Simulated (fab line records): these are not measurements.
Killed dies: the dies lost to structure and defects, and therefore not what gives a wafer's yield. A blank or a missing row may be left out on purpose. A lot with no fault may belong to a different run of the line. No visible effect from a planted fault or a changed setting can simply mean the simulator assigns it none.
fab line records / flow nandHarc / part 2 of 2: steps 29 to 35 of 35
[record] lots = 5 wafers = 15 lastDay = 33
route steps=1302 shown A_BONDPAD@1228 HYBRID_BOND@1237 THIN_TSV@1244
lots that met no fault: taken from a fault-free run of the same line
startH: hours from the record's first day to the start of the lot's first wafer shown / waitH: time in hours since the lot's previous step / " identical to the entry in the row above / L1.1+2: several wafers, shown together as one row / - no value, or no start given / * or withheld: withheld / < > ~ a bound
route shown NAME@n: names a module that has steps shown in the file, with the first one's number in the route / usual: average and standard deviation across the fault-free wafers / same: alike in all rows / chamber/n: place in a boat / sites: the reading at each site / _std_site: standard deviation of those values / _edge_site: inner sites' mean taken away from outer sites' mean / radiusMm: for every site, how far away it sits from the centre of the wafer / mask NAME#n: copy n / behind: the tool/chamber that last shaped the wafer / hold: the reason the lot was held/the length of the hold in hours/how it ended / device: the n, p or np transistor that did not switch / end of line: tests run on the same wafers once the route is complete / where a step has no rows: the recipe by itself / killed: at the first sort, the dies lost to defects and structure; wafer yield is something else / map: per-die view of a wafer (x killed, . not killed, _ where there is no die)
set.NAME: the setting as run; set.NAME@STEP: as run at that earlier step / model.NAME: the simulator's own value behind a step, which no gauge read
lots seen at some steps along the route; tables by step, rows by wafer
services: the hour from which a tool's chamber was out of use, counted from the record's first day as startH (under 0 if before that day), plus the number of hours and why
[[steps]]
[step NHARC_THIN_TSV_DEVELOP_11]
[recipe] timeS = 70
[usual] exhaustPa = 44.9/0.91 resistLineTempC = 22.98/0.084
[same] timeS = 70
lot.wafer=L076.2 tool=lithoTrack-07 chamber=0 startH=- waitH=- exhaustPa=46.0 resistLineTempC=23.06
lot.wafer=L076.3 tool=lithoTrack-07 chamber=0 startH=- waitH=- exhaustPa=44.8 resistLineTempC=23.00
lot.wafer=L076.4 tool=lithoTrack-07 chamber=0 startH=- waitH=- exhaustPa=46.2 resistLineTempC=22.91
lot.wafer=L082.2 tool=lithoTrack-03 chamber=0 startH=- waitH=- exhaustPa=44.9 resistLineTempC=23.09
lot.wafer=L082.3 tool=lithoTrack-03 chamber=0 startH=- waitH=- exhaustPa=45.0 resistLineTempC=22.96
lot.wafer=L082.6 tool=lithoTrack-03 chamber=0 startH=- waitH=- exhaustPa=43.1 resistLineTempC=23.03
lot.wafer=L084.1 tool=lithoTrack-02 chamber=0 startH=- waitH=- exhaustPa=46.2 resistLineTempC=23.11
lot.wafer=L084.5 tool=lithoTrack-02 chamber=0 startH=- waitH=- exhaustPa=44.1 resistLineTempC=23.04
lot.wafer=L084.6 tool=lithoTrack-02 chamber=0 startH=- waitH=- exhaustPa=44.0 resistLineTempC=22.99
lot.wafer=L092.3 tool=lithoTrack-07 chamber=0 startH=- waitH=- exhaustPa=45.5 resistLineTempC=23.16
lot.wafer=L092.5 tool=lithoTrack-07 chamber=0 startH=- waitH=- exhaustPa=44.2 resistLineTempC=23.05
lot.wafer=L092.6 tool=lithoTrack-07 chamber=0 startH=- waitH=- exhaustPa=44.5 resistLineTempC=23.05
lot.wafer=L097.2 tool=lithoTrack-07 chamber=0 startH=- waitH=- exhaustPa=45.5 resistLineTempC=22.91
lot.wafer=L097.3 tool=lithoTrack-07 chamber=0 startH=- waitH=- exhaustPa=44.0 resistLineTempC=23.02
lot.wafer=L097.4 tool=lithoTrack-07 chamber=0 startH=- waitH=- exhaustPa=45.4 resistLineTempC=23.01
[step NHARC_THIN_TSV_CD_MEAS_12]
[recipe] targetCdNm = 1000 landingEnergyEv = 500
[usual] cdNm = 1001.3/2.7
lot.wafer=L076.2 tool=cdSem-03 chamber=0 startH=578.54 waitH=- cdNm=996.2
lot.wafer=L076.3 tool=cdSem-03 chamber=0 startH=578.54 waitH=- cdNm=1003.5
lot.wafer=L076.4 tool=cdSem-03 chamber=0 startH=578.54 waitH=- cdNm=1002.0
lot.wafer=L082.2 tool=cdSem-02 chamber=0 startH=634.84 waitH=- cdNm=1001.1
lot.wafer=L082.3 tool=cdSem-02 chamber=0 startH=634.84 waitH=- cdNm=998.2
lot.wafer=L082.6 tool=cdSem-02 chamber=0 startH=634.84 waitH=- cdNm=997.4
lot.wafer=L084.1 tool=cdSem-02 chamber=0 startH=648.19 waitH=- cdNm=1005.9
lot.wafer=L084.5 tool=cdSem-02 chamber=0 startH=648.19 waitH=- cdNm=998.6
lot.wafer=L084.6 tool=cdSem-02 chamber=0 startH=648.19 waitH=- cdNm=1001.9
lot.wafer=L092.3 tool=cdSem-03 chamber=0 startH=736.85 waitH=- cdNm=1005.6
lot.wafer=L092.5 tool=cdSem-03 chamber=0 startH=736.85 waitH=- cdNm=1007.2
lot.wafer=L092.6 tool=cdSem-03 chamber=0 startH=736.85 waitH=- cdNm=1003.7
lot.wafer=L097.2 tool=cdSem-02 chamber=0 startH=764.47 waitH=- cdNm=1003.6
lot.wafer=L097.3 tool=cdSem-02 chamber=0 startH=764.47 waitH=- cdNm=998.7
lot.wafer=L097.4 tool=cdSem-02 chamber=0 startH=764.47 waitH=- cdNm=1005.4
[step NHARC_THIN_TSV_HARDBAKE_13]
[recipe] tempC = 125 timeS = 80
[usual] exhaustPa = 45.0/0.89 resistLineTempC = 23.01/0.12
[same] timeS = 80
lot.wafer=L076.2 tool=lithoTrack-07 chamber=0 startH=578.62 waitH=- exhaustPa=44.2 resistLineTempC=22.92
lot.wafer=L076.3 tool=lithoTrack-07 chamber=0 startH=578.62 waitH=- exhaustPa=44.0 resistLineTempC=23.16
lot.wafer=L076.4 tool=lithoTrack-07 chamber=0 startH=578.62 waitH=- exhaustPa=42.6 resistLineTempC=23.06
lot.wafer=L082.2 tool=lithoTrack-02 chamber=0 startH=634.92 waitH=- exhaustPa=48.0 resistLineTempC=23.05
lot.wafer=L082.3 tool=lithoTrack-02 chamber=0 startH=634.92 waitH=- exhaustPa=46.7 resistLineTempC=22.99
lot.wafer=L082.6 tool=lithoTrack-02 chamber=0 startH=634.92 waitH=- exhaustPa=46.3 resistLineTempC=23.05
lot.wafer=L084.1 tool=lithoTrack-03 chamber=0 startH=648.27 waitH=- exhaustPa=45.4 resistLineTempC=23.15
lot.wafer=L084.5 tool=lithoTrack-03 chamber=0 startH=648.27 waitH=- exhaustPa=44.8 resistLineTempC=23.07
lot.wafer=L084.6 tool=lithoTrack-03 chamber=0 startH=648.27 waitH=- exhaustPa=45.5 resistLineTempC=23.02
lot.wafer=L092.3 tool=lithoTrack-03 chamber=0 startH=736.93 waitH=- exhaustPa=44.6 resistLineTempC=22.86
lot.wafer=L092.5 tool=lithoTrack-03 chamber=0 startH=736.93 waitH=- exhaustPa=43.7 resistLineTempC=23.03
lot.wafer=L092.6 tool=lithoTrack-03 chamber=0 startH=736.93 waitH=- exhaustPa=44.8 resistLineTempC=22.86
lot.wafer=L097.2 tool=lithoTrack-02 chamber=0 startH=764.55 waitH=- exhaustPa=45.9 resistLineTempC=23.16
lot.wafer=L097.3 tool=lithoTrack-02 chamber=0 startH=764.55 waitH=- exhaustPa=46.0 resistLineTempC=23.00
lot.wafer=L097.4 tool=lithoTrack-02 chamber=0 startH=764.55 waitH=- exhaustPa=46.7 resistLineTempC=23.03
[step NHARC_THIN_TSV_DESCUM_14]
[recipe] timeS = 3 o2FlowSccm = 200 arFlowSccm = 0 biasPowerW = 0 chemistry = O2
[usual] drypumpMotorCurrentA = 5.9/0.37 oesProductAu = 1.006/0.013 rfVppV = 57.7/0.9 showerheadPlenumPTorr = 1.90/0.087 throttleValvePct = 11.312/0.0094
[same] biasPowerW = 0 timeS = 3
lot.wafer=L076.2 tool=rieDiel-10 chamber=1 startH=578.71 waitH=- drypumpMotorCurrentA=5.4 oesProductAu=1.004 rfHoursCounterH=7.6 rfVppV=56.0 showerheadPlenumPTorr=1.78 throttleValvePct=11.306
lot.wafer=L076.4 tool=rieDiel-10 chamber=2 startH=578.71 waitH=- drypumpMotorCurrentA=5.5 oesProductAu=1.002 rfHoursCounterH=6.8 rfVppV=57.7 showerheadPlenumPTorr=1.88 throttleValvePct=11.307
lot.wafer=L076.3 tool=rieDiel-10 chamber=3 startH=578.71 waitH=- drypumpMotorCurrentA=5.9 oesProductAu=1.002 rfHoursCounterH=7.9 rfVppV=56.9 showerheadPlenumPTorr=1.97 throttleValvePct=11.309
lot.wafer=L082.2 tool=rieDiel-01 chamber=2 startH=635.00 waitH=- drypumpMotorCurrentA=6.6 oesProductAu=1.003 rfHoursCounterH=4.9 rfVppV=56.3 showerheadPlenumPTorr=1.78 throttleValvePct=11.309
lot.wafer=L082.3 tool=rieDiel-01 chamber=0 startH=635.00 waitH=- drypumpMotorCurrentA=6.0 oesProductAu=1.004 rfHoursCounterH=5.6 rfVppV=59.1 showerheadPlenumPTorr=1.99 throttleValvePct=11.321
lot.wafer=L082.6 tool=rieDiel-01 chamber=2 startH=635.00 waitH=- drypumpMotorCurrentA=6.6 oesProductAu=1.001 rfHoursCounterH=- rfVppV=57.5 showerheadPlenumPTorr=1.78 throttleValvePct=11.314
lot.wafer=L084.1 tool=rieDiel-10 chamber=2 startH=648.35 waitH=- drypumpMotorCurrentA=5.5 oesProductAu=1.005 rfHoursCounterH=2.0 rfVppV=56.5 showerheadPlenumPTorr=1.88 throttleValvePct=11.312
lot.wafer=L084.6 tool=rieDiel-10 chamber=2 startH=648.35 waitH=- drypumpMotorCurrentA=5.5 oesProductAu=0.999 rfHoursCounterH=- rfVppV=58.7 showerheadPlenumPTorr=1.88 throttleValvePct=11.299
lot.wafer=L084.5 tool=rieDiel-10 chamber=3 startH=648.35 waitH=- drypumpMotorCurrentA=5.9 oesProductAu=1.019 rfHoursCounterH=- rfVppV=58.2 showerheadPlenumPTorr=1.97 throttleValvePct=11.310
lot.wafer=L092.3 tool=rieDiel-10 chamber=3 startH=737.01 waitH=- drypumpMotorCurrentA=5.9 oesProductAu=1.003 rfHoursCounterH=8.1 rfVppV=58.9 showerheadPlenumPTorr=1.97 throttleValvePct=11.289
lot.wafer=L092.6 tool=rieDiel-10 chamber=3 startH=737.01 waitH=- drypumpMotorCurrentA=5.9 oesProductAu=1.002 rfHoursCounterH=- rfVppV=58.7 showerheadPlenumPTorr=1.97 throttleValvePct=11.333
lot.wafer=L092.5 tool=rieDiel-10 chamber=0 startH=737.01 waitH=- drypumpMotorCurrentA=5.9 oesProductAu=1.005 rfHoursCounterH=- rfVppV=58.4 showerheadPlenumPTorr=1.94 throttleValvePct=11.314
lot.wafer=L097.2 tool=rieDiel-08 chamber=1 startH=764.63 waitH=- drypumpMotorCurrentA=6.0 oesProductAu=0.993 rfHoursCounterH=0.7 rfVppV=57.4 showerheadPlenumPTorr=1.87 throttleValvePct=11.336
lot.wafer=L097.3 tool=rieDiel-08 chamber=3 startH=764.63 waitH=- drypumpMotorCurrentA=5.7 oesProductAu=0.991 rfHoursCounterH=0.8 rfVppV=57.8 showerheadPlenumPTorr=1.79 throttleValvePct=11.316
lot.wafer=L097.4 tool=rieDiel-08 chamber=3 startH=764.63 waitH=- drypumpMotorCurrentA=5.7 oesProductAu=0.990 rfHoursCounterH=- rfVppV=58.6 showerheadPlenumPTorr=1.79 throttleValvePct=11.302
[step NHARC_THIN_TSV_ETCH_44]
[recipe] targetDepthA = 15942 timeS = 797.1 cf4FlowSccm = 150 o2FlowSccm = 10 arFlowSccm = 0 rfW = 300 biasW = 800 chemistry = CF4/O2
[usual] biasW = 800.4/2.2 drypumpMotorCurrentA = 5.9/0.37 oesProductAu = 1.006/0.012 rfVppV = 794/4.9 showerheadPlenumPTorr = 1.82/0.078 throttleValvePct = 16.913/0.0088
[same] timeS = 797.1
lot.wafer=L076.4 tool=rieDiel-10 chamber=2 startH=578.78 waitH=0.1 biasW=802.5 drypumpMotorCurrentA=5.5 oesProductAu=1.005 rfHoursCounterH=6.9 rfVppV=792 showerheadPlenumPTorr=1.80 throttleValvePct=16.925
lot.wafer=L076.3 tool=rieDiel-10 chamber=3 startH=578.78 waitH=0.1 biasW=801.0 drypumpMotorCurrentA=5.9 oesProductAu=1.004 rfHoursCounterH=8.0 rfVppV=799 showerheadPlenumPTorr=1.89 throttleValvePct=16.913
lot.wafer=L076.2 tool=rieDiel-10 chamber=0 startH=578.78 waitH=0.1 biasW=799.7 drypumpMotorCurrentA=5.8 oesProductAu=1.025 rfHoursCounterH=8.2 rfVppV=794 showerheadPlenumPTorr=1.86 throttleValvePct=16.913
lot.wafer=L082.2 tool=rieDiel-01 chamber=1 startH=635.08 waitH=0.1 biasW=799.2 drypumpMotorCurrentA=5.4 oesProductAu=1.027 rfHoursCounterH=5.1 rfVppV=801 showerheadPlenumPTorr=1.94 throttleValvePct=16.904
lot.wafer=L082.3 tool=rieDiel-01 chamber=2 startH=635.08 waitH=0.1 biasW=800.0 drypumpMotorCurrentA=6.6 oesProductAu=1.008 rfHoursCounterH=5.0 rfVppV=787 showerheadPlenumPTorr=1.72 throttleValvePct=16.914
lot.wafer=L082.6 tool=rieDiel-01 chamber=2 startH=635.08 waitH=0.1 biasW=802.4 drypumpMotorCurrentA=6.6 oesProductAu=1.003 rfHoursCounterH=- rfVppV=786 showerheadPlenumPTorr=1.71 throttleValvePct=16.907
lot.wafer=L084.1 tool=rieDiel-10 chamber=3 startH=648.50 waitH=0.1 biasW=794.9 drypumpMotorCurrentA=5.9 oesProductAu=0.998 rfHoursCounterH=2.5 rfVppV=798 showerheadPlenumPTorr=1.88 throttleValvePct=16.924
lot.wafer=L084.5 tool=rieDiel-10 chamber=2 startH=648.50 waitH=0.1 biasW=801.9 drypumpMotorCurrentA=5.5 oesProductAu=0.994 rfHoursCounterH=- rfVppV=793 showerheadPlenumPTorr=1.80 throttleValvePct=16.914
lot.wafer=L084.6 tool=rieDiel-10 chamber=3 startH=648.50 waitH=0.1 biasW=798.9 drypumpMotorCurrentA=5.9 oesProductAu=1.006 rfHoursCounterH=- rfVppV=799 showerheadPlenumPTorr=1.88 throttleValvePct=16.923
lot.wafer=L092.3 tool=rieDiel-10 chamber=3 startH=737.09 waitH=0.1 biasW=799.4 drypumpMotorCurrentA=5.9 oesProductAu=1.005 rfHoursCounterH=8.2 rfVppV=797 showerheadPlenumPTorr=1.88 throttleValvePct=16.912
lot.wafer=L092.6 tool=rieDiel-10 chamber=3 startH=737.09 waitH=0.1 biasW=795.1 drypumpMotorCurrentA=5.9 oesProductAu=1.014 rfHoursCounterH=- rfVppV=800 showerheadPlenumPTorr=1.88 throttleValvePct=16.936
lot.wafer=L092.5 tool=rieDiel-10 chamber=0 startH=737.09 waitH=0.1 biasW=800.5 drypumpMotorCurrentA=5.9 oesProductAu=1.022 rfHoursCounterH=- rfVppV=797 showerheadPlenumPTorr=1.85 throttleValvePct=16.921
lot.wafer=L097.3 tool=rieDiel-08 chamber=3 startH=764.81 waitH=0.1 biasW=801.3 drypumpMotorCurrentA=5.7 oesProductAu=0.984 rfHoursCounterH=0.9 rfVppV=790 showerheadPlenumPTorr=1.72 throttleValvePct=16.911
lot.wafer=L097.2 tool=rieDiel-08 chamber=1 startH=764.81 waitH=0.1 biasW=803.5 drypumpMotorCurrentA=5.9 oesProductAu=0.999 rfHoursCounterH=0.8 rfVppV=791 showerheadPlenumPTorr=1.79 throttleValvePct=16.916
lot.wafer=L097.4 tool=rieDiel-08 chamber=1 startH=764.81 waitH=0.1 biasW=801.6 drypumpMotorCurrentA=6.0 oesProductAu=0.990 rfHoursCounterH=- rfVppV=793 showerheadPlenumPTorr=1.79 throttleValvePct=16.903
[step NHARC_THIN_TSV_ETCH_15]
[recipe] targetDepthA = 30000 boschTargetOveretchCycles = 2 boschEtchStepS = 2.8 boschDepStepS = 1.2 boschCycles = 14
[usual] drypumpMotorCurrentA = 5.4/0.43
lot.wafer=L076.4 tool=rieSi-02 chamber=3 startH=579.35 waitH=- drypumpMotorCurrentA=5.8 rfHoursCounterH=0.74
lot.wafer=L076.2 tool=rieSi-02 chamber=0 startH=579.35 waitH=- drypumpMotorCurrentA=4.9 rfHoursCounterH=0.72
lot.wafer=L076.3 tool=rieSi-02 chamber=2 startH=579.35 waitH=- drypumpMotorCurrentA=5.5 rfHoursCounterH=0.65
lot.wafer=L082.2 tool=rieSi-03 chamber=3 startH=635.67 waitH=- drypumpMotorCurrentA=6.1 rfHoursCounterH=0.34
lot.wafer=L082.3 tool=rieSi-03 chamber=0 startH=635.67 waitH=- drypumpMotorCurrentA=5.7 rfHoursCounterH=0.38
lot.wafer=L082.6 tool=rieSi-03 chamber=2 startH=635.67 waitH=- drypumpMotorCurrentA=5.2 rfHoursCounterH=-
lot.wafer=L084.1 tool=rieSi-03 chamber=1 startH=649.01 waitH=- drypumpMotorCurrentA=5.7 rfHoursCounterH=0.40
lot.wafer=L084.5 tool=rieSi-03 chamber=1 startH=649.01 waitH=- drypumpMotorCurrentA=5.7 rfHoursCounterH=-
lot.wafer=L084.6 tool=rieSi-03 chamber=2 startH=649.01 waitH=- drypumpMotorCurrentA=5.2 rfHoursCounterH=-
lot.wafer=L092.3 tool=rieSi-05 chamber=3 startH=737.68 waitH=- drypumpMotorCurrentA=5.9 rfHoursCounterH=0.47
lot.wafer=L092.5 tool=rieSi-05 chamber=2 startH=737.68 waitH=- drypumpMotorCurrentA=5.8 rfHoursCounterH=-
lot.wafer=L092.6 tool=rieSi-05 chamber=3 startH=737.68 waitH=- drypumpMotorCurrentA=5.9 rfHoursCounterH=-
lot.wafer=L097.4 tool=rieSi-05 chamber=3 startH=765.42 waitH=- drypumpMotorCurrentA=5.9 rfHoursCounterH=0.72
lot.wafer=L097.2 tool=rieSi-05 chamber=1 startH=765.42 waitH=- drypumpMotorCurrentA=4.9 rfHoursCounterH=0.57
lot.wafer=L097.3 tool=rieSi-05 chamber=2 startH=765.42 waitH=- drypumpMotorCurrentA=5.8 rfHoursCounterH=0.62
[step NHARC_THIN_TSV_CD_MEAS_16]
[usual] cdNm = 1001.1/2.6
lot.wafer=L076.2 tool=cdSem-02 chamber=- startH=579.50 waitH=0.1 cdNm=994.9
lot.wafer=L076.3 tool=cdSem-02 chamber=- startH=579.50 waitH=0.1 cdNm=1004.2
lot.wafer=L076.4 tool=cdSem-02 chamber=- startH=579.50 waitH=0.1 cdNm=1000.2
lot.wafer=L082.2 tool=cdSem-01 chamber=- startH=635.81 waitH=0.1 cdNm=1000.4
lot.wafer=L082.3 tool=cdSem-01 chamber=- startH=635.81 waitH=0.1 cdNm=999.2
lot.wafer=L082.6 tool=cdSem-01 chamber=- startH=635.81 waitH=0.1 cdNm=997.2
lot.wafer=L084.1 tool=cdSem-03 chamber=- startH=649.15 waitH=0.1 cdNm=1004.7
lot.wafer=L084.5 tool=cdSem-03 chamber=- startH=649.15 waitH=0.1 cdNm=999.2
lot.wafer=L084.6 tool=cdSem-03 chamber=- startH=649.15 waitH=0.1 cdNm=1001.0
lot.wafer=L092.3 tool=cdSem-02 chamber=- startH=737.82 waitH=0.1 cdNm=1005.3
lot.wafer=L092.5 tool=cdSem-02 chamber=- startH=737.82 waitH=0.1 cdNm=1005.8
lot.wafer=L092.6 tool=cdSem-02 chamber=- startH=737.82 waitH=0.1 cdNm=1003.8
lot.wafer=L097.2 tool=cdSem-02 chamber=- startH=765.57 waitH=0.1 cdNm=1001.7
lot.wafer=L097.3 tool=cdSem-02 chamber=- startH=765.57 waitH=0.1 cdNm=999.0
lot.wafer=L097.4 tool=cdSem-02 chamber=- startH=765.57 waitH=0.1 cdNm=1003.8
[[services]]
tool=cmp-02 chamber=- startH=525.95 hours=0.5 kind=repair
tool=cmp-02 chamber=- startH=526.50 hours=4.0 kind=pm
tool=pvdSputter-02 chamber=- startH=540.21 hours=4.8 kind=repair
tool=lithoTrack-02 chamber=- startH=577.00 hours=7.0 kind=pm
tool=rieDiel-07 chamber=1 startH=582.54 hours=3.6 kind=repair
tool=rieDiel-10 chamber=- startH=596.50 hours=9.0 kind=pm
tool=lithoTrack-07 chamber=- startH=601.00 hours=7.0 kind=pm
tool=rieDiel-07 chamber=3 startH=603.12 hours=7.9 kind=repair
tool=cmp-02 chamber=- startH=624.50 hours=4.0 kind=pm
tool=lithoTrack-03 chamber=- startH=625.00 hours=7.0 kind=pm
tool=krfScanner-02 chamber=- startH=631.25 hours=2.5 kind=repair
tool=krfScanner-02 chamber=- startH=633.78 hours=4.0 kind=pm
tool=pvdSputter-02 chamber=- startH=638.04 hours=10.0 kind=pm
tool=rieDiel-07 chamber=3 startH=644.79 hours=21.4 kind=repair
tool=wetBench-08 chamber=- startH=646.40 hours=8.0 kind=pm
tool=rieDiel-07 chamber=- startH=648.26 hours=9.0 kind=pm
tool=wetBench-10 chamber=- startH=663.20 hours=8.0 kind=pm
tool=wetBench-08 chamber=- startH=697.00 hours=2.9 kind=repair
tool=cmp-02 chamber=- startH=722.60 hours=4.0 kind=pm
tool=grinder-01 chamber=- startH=729.75 hours=0.6 kind=repair
tool=grinder-01 chamber=- startH=736.00 hours=8.0 kind=pm
tool=waferBonder-01 chamber=- startH=736.87 hours=8.0 kind=pm
tool=rieDiel-10 chamber=3 startH=738.52 hours=5.7 kind=repair
tool=lithoTrack-02 chamber=- startH=752.00 hours=7.0 kind=pm
